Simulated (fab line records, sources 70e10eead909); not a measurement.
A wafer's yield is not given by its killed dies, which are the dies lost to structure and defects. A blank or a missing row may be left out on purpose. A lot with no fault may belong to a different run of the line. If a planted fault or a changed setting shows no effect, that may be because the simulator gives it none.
Shared-tool check :: flow nand-harc :: Sample size 14 lots and 42 wafers

== REASON IT WAS OPENED ==
At NHARC_A_SOURCE_PLATE_THK_MEAS_06 the reading thk-nm is flagged on 2 of 14 lots. Wafers without a fault read 198.8 nm, standard deviation 2.3.
Rule: flag the lot when none of its wafers has a number, or when each of its wafers that has one lies beyond 4 standard deviations from that mean. The other lots count as sound.

lot: L128
measured: day 7 14:32
on: film-metro-01
thk-nm (nm), wafer by wafer: 198.2 198.3 199.1
flag: 

lot: L129
measured: day 8 02:51
on: film-metro-02
thk-nm (nm), wafer by wafer: 198.3 196.6 199.8
flag: 

lot: L130
measured: day 8 14:50
on: film-metro-02
thk-nm (nm), wafer by wafer: 201.2 194.4 200.2
flag: 

lot: L132
measured: day 9 06:27
on: film-metro-02
thk-nm (nm), wafer by wafer: 199.9 200.9 199.9
flag: 

lot: L133
measured: day 9 20:31
on: film-metro-02
thk-nm (nm), wafer by wafer: 203.1 201.2 200.0
flag: 

lot: L134
measured: day 10 04:25
on: film-metro-01
thk-nm (nm), wafer by wafer: 202.1 199.6 201.7
flag: 

lot: L137
measured: day 11 02:19
on: film-metro-01
thk-nm (nm), wafer by wafer: 201.6 197.8 199.1
flag: 

lot: L136
measured: day 11 02:20
on: film-metro-02
thk-nm (nm), wafer by wafer: 201.9 200.5 201.0
flag: 

lot: L138
measured: day 11 14:48
on: film-metro-01
thk-nm (nm), wafer by wafer: 49.8 50.8 49.7
flag: FLAGGED

lot: L139
measured: day 12 02:43
on: film-metro-02
thk-nm (nm), wafer by wafer: 49.6 50.6 49.9
flag: FLAGGED

lot: L147
measured: day 15 13:13
on: film-metro-01
thk-nm (nm), wafer by wafer: 198.7 199.9 200.1
flag: 

lot: L148
measured: day 15 21:28
on: film-metro-02
thk-nm (nm), wafer by wafer: 198.2 198.8 198.3
flag: 

lot: L150
measured: day 16 15:47
on: film-metro-01
thk-nm (nm), wafer by wafer: 192.8 193.6 192.3
flag: 

lot: L151
measured: day 17 10:55
on: film-metro-01
thk-nm (nm), wafer by wafer: 198.0 198.1 197.3
flag: 
The numbers of the flagged lots are 50.1 nm on average: -148.7 nm against the usual, or -65 standard deviations.

== TOOL THAT RAN EACH LOT ==
Before the reading, the record contains 4 process steps out of a 1302-step route. Cell contents, in order: the tool; ch with the chambers the sampled wafers went through; the start.
lot: L128
flag: 
NHARC_P_BONDPAD_PVD_17: pvd-sputter-03, day 6 16:44 or earlier
NHARC_P_BONDPAD_PVD_27: pvd-sputter-03, day 6 16:44 or earlier
NHARC_A_ZERO_WELL_ETCH_19: rie-diel-02 ch 1,2, day 6 16:44
NHARC_A_SOURCE_PLATE_CVD_03: lpcvd-poly-02 ch 0, day 7 04:34

lot: L129
flag: 
NHARC_P_BONDPAD_PVD_17: pvd-sputter-01, day 7 04:23 or earlier
NHARC_P_BONDPAD_PVD_27: pvd-sputter-01, day 7 04:23 or earlier
NHARC_A_ZERO_WELL_ETCH_19: rie-diel-02 ch 2,3, day 7 04:23
NHARC_A_SOURCE_PLATE_CVD_03: lpcvd-poly-02 ch 0, day 7 15:43

lot: L130
flag: 
NHARC_P_BONDPAD_PVD_17: pvd-sputter-03, day 7 17:26 or earlier
NHARC_P_BONDPAD_PVD_27: pvd-sputter-03, day 7 17:26 or earlier
NHARC_A_ZERO_WELL_ETCH_19: rie-diel-02 ch 0,1,3, day 7 17:26
NHARC_A_SOURCE_PLATE_CVD_03: lpcvd-poly-02 ch 0, day 8 04:28

lot: L132
flag: 
NHARC_P_BONDPAD_PVD_17: pvd-sputter-02, day 8 06:56 or earlier
NHARC_P_BONDPAD_PVD_27: pvd-sputter-02, day 8 06:56 or earlier
NHARC_A_ZERO_WELL_ETCH_19: rie-diel-13 ch 1,3, day 8 06:56
NHARC_A_SOURCE_PLATE_CVD_03: lpcvd-poly-02 ch 0, day 8 19:53

lot: L133
flag: 
NHARC_P_BONDPAD_PVD_17: pvd-sputter-03, day 8 22:29 or earlier
NHARC_P_BONDPAD_PVD_27: pvd-sputter-03, day 8 22:29 or earlier
NHARC_A_ZERO_WELL_ETCH_19: rie-diel-02 ch 0,3, day 8 22:29
NHARC_A_SOURCE_PLATE_CVD_03: lpcvd-poly-02 ch 0, day 9 10:28

lot: L134
flag: 
NHARC_P_BONDPAD_PVD_17: pvd-sputter-02, day 9 03:52 or earlier
NHARC_P_BONDPAD_PVD_27: pvd-sputter-02, day 9 03:52 or earlier
NHARC_A_ZERO_WELL_ETCH_19: rie-diel-02 ch 2,3, day 9 03:52
NHARC_A_SOURCE_PLATE_CVD_03: lpcvd-poly-01 ch 0, day 9 15:14

lot: L137
flag: 
NHARC_P_BONDPAD_PVD_17: pvd-sputter-02, day 10 05:04 or earlier
NHARC_P_BONDPAD_PVD_27: pvd-sputter-02, day 10 05:04 or earlier
NHARC_A_ZERO_WELL_ETCH_19: rie-diel-13 ch 0,1, day 10 05:04
NHARC_A_SOURCE_PLATE_CVD_03: lpcvd-poly-04 ch 0, day 10 15:54

lot: L136
flag: 
NHARC_P_BONDPAD_PVD_17: pvd-sputter-03, day 10 06:22 or earlier
NHARC_P_BONDPAD_PVD_27: pvd-sputter-03, day 10 06:22 or earlier
NHARC_A_ZERO_WELL_ETCH_19: rie-diel-09 ch 1,3, day 10 06:22
NHARC_A_SOURCE_PLATE_CVD_03: lpcvd-poly-04 ch 0, day 10 15:54

lot: L138
flag: FLAGGED
NHARC_P_BONDPAD_PVD_17: pvd-sputter-02, day 10 17:06 or earlier
NHARC_P_BONDPAD_PVD_27: pvd-sputter-02, day 10 17:06 or earlier
NHARC_A_ZERO_WELL_ETCH_19: rie-diel-02 ch 1,2, day 10 17:06
NHARC_A_SOURCE_PLATE_CVD_03: lpcvd-poly-02, day 11 04:02

lot: L139
flag: FLAGGED
NHARC_P_BONDPAD_PVD_17: pvd-sputter-01, day 11 05:38 or earlier
NHARC_P_BONDPAD_PVD_27: pvd-sputter-01, day 11 05:38 or earlier
NHARC_A_ZERO_WELL_ETCH_19: rie-diel-02 ch 0,3, day 11 05:38
NHARC_A_SOURCE_PLATE_CVD_03: lpcvd-poly-02, day 11 16:42

lot: L147
flag: 
NHARC_P_BONDPAD_PVD_17: pvd-sputter-02, day 14 16:28 or earlier
NHARC_P_BONDPAD_PVD_27: pvd-sputter-02, day 14 16:28 or earlier
NHARC_A_ZERO_WELL_ETCH_19: rie-diel-02 ch 2,3, day 14 16:28
NHARC_A_SOURCE_PLATE_CVD_03: lpcvd-poly-01 ch 0, day 15 03:15

lot: L148
flag: 
NHARC_P_BONDPAD_PVD_17: pvd-sputter-02, day 15 00:02 or earlier
NHARC_P_BONDPAD_PVD_27: pvd-sputter-02, day 15 00:02 or earlier
NHARC_A_ZERO_WELL_ETCH_19: rie-diel-02 ch 0,1, day 15 00:02
NHARC_A_SOURCE_PLATE_CVD_03: lpcvd-poly-01 ch 0, day 15 11:04

lot: L150
flag: 
NHARC_P_BONDPAD_PVD_17: pvd-sputter-02, day 15 18:36 or earlier
NHARC_P_BONDPAD_PVD_27: pvd-sputter-02, day 15 18:36 or earlier
NHARC_A_ZERO_WELL_ETCH_19: rie-diel-09 ch 0,2,3, day 15 18:36
NHARC_A_SOURCE_PLATE_CVD_03: lpcvd-poly-04 ch 0, day 16 05:14

lot: L151
flag: 
NHARC_P_BONDPAD_PVD_17: pvd-sputter-02, day 16 08:46 or earlier
NHARC_P_BONDPAD_PVD_27: pvd-sputter-02, day 16 08:46 or earlier
NHARC_A_ZERO_WELL_ETCH_19: rie-diel-02 ch 2,3, day 16 08:46
NHARC_A_SOURCE_PLATE_CVD_03: lpcvd-poly-01 ch 0, day 16 21:25
What is done by these steps:
- NHARC_P_BONDPAD_PVD_17: deposits TaN, target thk 5 nm, time 8.06 s.
- NHARC_P_BONDPAD_PVD_27: deposits Cu, target thk 30 nm, time 20.49 s.
- NHARC_A_ZERO_WELL_ETCH_19: etches the open film in N2/H2, target depth 80 nm, overetch 24 nm, time 87.88 s.
- NHARC_A_SOURCE_PLATE_CVD_03: deposits poly-Si, target thk 200 nm, time 4000 s.
- NHARC_A_SOURCE_PLATE_THK_MEAS_06: measures by ellipsometry.

== FLAGGED AGAINST TOTAL, ONE TOOL AT A TIME (gauges that did the reading follow at the end) ==
step: NHARC_P_BONDPAD_PVD_17
tool: pvd-sputter-01
lots run: 2
flagged: 1
share of the flagged lots: some
sound lots run after its first flagged lot: 0

step: NHARC_P_BONDPAD_PVD_17
tool: pvd-sputter-02
lots run: 8
flagged: 1
share of the flagged lots: some
sound lots run after its first flagged lot: 4 (L147,L148,L150,L151)

step: NHARC_P_BONDPAD_PVD_17
tool: pvd-sputter-03
lots run: 4
flagged: 0
share of the flagged lots: none
sound lots run after its first flagged lot: -

step: NHARC_P_BONDPAD_PVD_27
tool: pvd-sputter-01
lots run: 2
flagged: 1
share of the flagged lots: some
sound lots run after its first flagged lot: 0

step: NHARC_P_BONDPAD_PVD_27
tool: pvd-sputter-02
lots run: 8
flagged: 1
share of the flagged lots: some
sound lots run after its first flagged lot: 4 (L147,L148,L150,L151)

step: NHARC_P_BONDPAD_PVD_27
tool: pvd-sputter-03
lots run: 4
flagged: 0
share of the flagged lots: none
sound lots run after its first flagged lot: -

step: NHARC_A_ZERO_WELL_ETCH_19
tool: rie-diel-02
lots run: 10
flagged: 2
share of the flagged lots: all
sound lots run after its first flagged lot: 3 (L147,L148,L151)

step: NHARC_A_ZERO_WELL_ETCH_19
tool: rie-diel-09
lots run: 2
flagged: 0
share of the flagged lots: none
sound lots run after its first flagged lot: -

step: NHARC_A_ZERO_WELL_ETCH_19
tool: rie-diel-13
lots run: 2
flagged: 0
share of the flagged lots: none
sound lots run after its first flagged lot: -

step: NHARC_A_SOURCE_PLATE_CVD_03
tool: lpcvd-poly-01
lots run: 4
flagged: 0
share of the flagged lots: none
sound lots run after its first flagged lot: -

step: NHARC_A_SOURCE_PLATE_CVD_03
tool: lpcvd-poly-02
lots run: 7
flagged: 2
share of the flagged lots: all
sound lots run after its first flagged lot: 0

step: NHARC_A_SOURCE_PLATE_CVD_03
tool: lpcvd-poly-04
lots run: 3
flagged: 0
share of the flagged lots: none
sound lots run after its first flagged lot: -

step: NHARC_A_SOURCE_PLATE_THK_MEAS_06
tool: film-metro-01
lots run: 7
flagged: 1
share of the flagged lots: some
sound lots run after its first flagged lot: 3 (L147,L150,L151)

step: NHARC_A_SOURCE_PLATE_THK_MEAS_06
tool: film-metro-02
lots run: 7
flagged: 1
share of the flagged lots: some
sound lots run after its first flagged lot: 1 (L148)
NHARC_P_BONDPAD_PVD_17 gives no start for some lots, so the hours and the order of its lots are those of NHARC_A_ZERO_WELL_ETCH_19. NHARC_P_BONDPAD_PVD_27 gives no start for some lots, so the hours and the order of its lots are those of NHARC_A_ZERO_WELL_ETCH_19.

== WHAT THE TABLE PERMITS ==
In 2 table rows, all flagged lots were run: rie-diel-02 (NHARC_A_ZERO_WELL_ETCH_19), lpcvd-poly-02 (NHARC_A_SOURCE_PLATE_CVD_03).
- rie-diel-02 at NHARC_A_ZERO_WELL_ETCH_19: 2 of its 10 lots flagged. Sound lots ran on it after the first flagged one (L147, L148, L151), which a lasting fault on the whole tool wouldn't allow.
- lpcvd-poly-02 at NHARC_A_SOURCE_PLATE_CVD_03: 2 of its 7 lots flagged. A fault beginning between L133 (day 9 10:28), its last sound lot, and L138 (day 11 04:02), its first flagged one, fits the data. On the flagged lots its readings are blank where sound lots have values: pressure-mtorr, run-length-s, spike-tc-bottom-C, spike-tc-lower-C and 2 more.
What remains is a single tool, lpcvd-poly-02 at NHARC_A_SOURCE_PLATE_CVD_03.

== WHAT HAD BEEN PUT IN BY THE SIMULATOR ==
Skipped step whole: lpcvd-poly-02, from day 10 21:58 on, at NHARC_A_SOURCE_PLATE_CVD_03. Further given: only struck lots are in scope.
Lots struck among those shown: L138, L139. The same result came from the rule above.
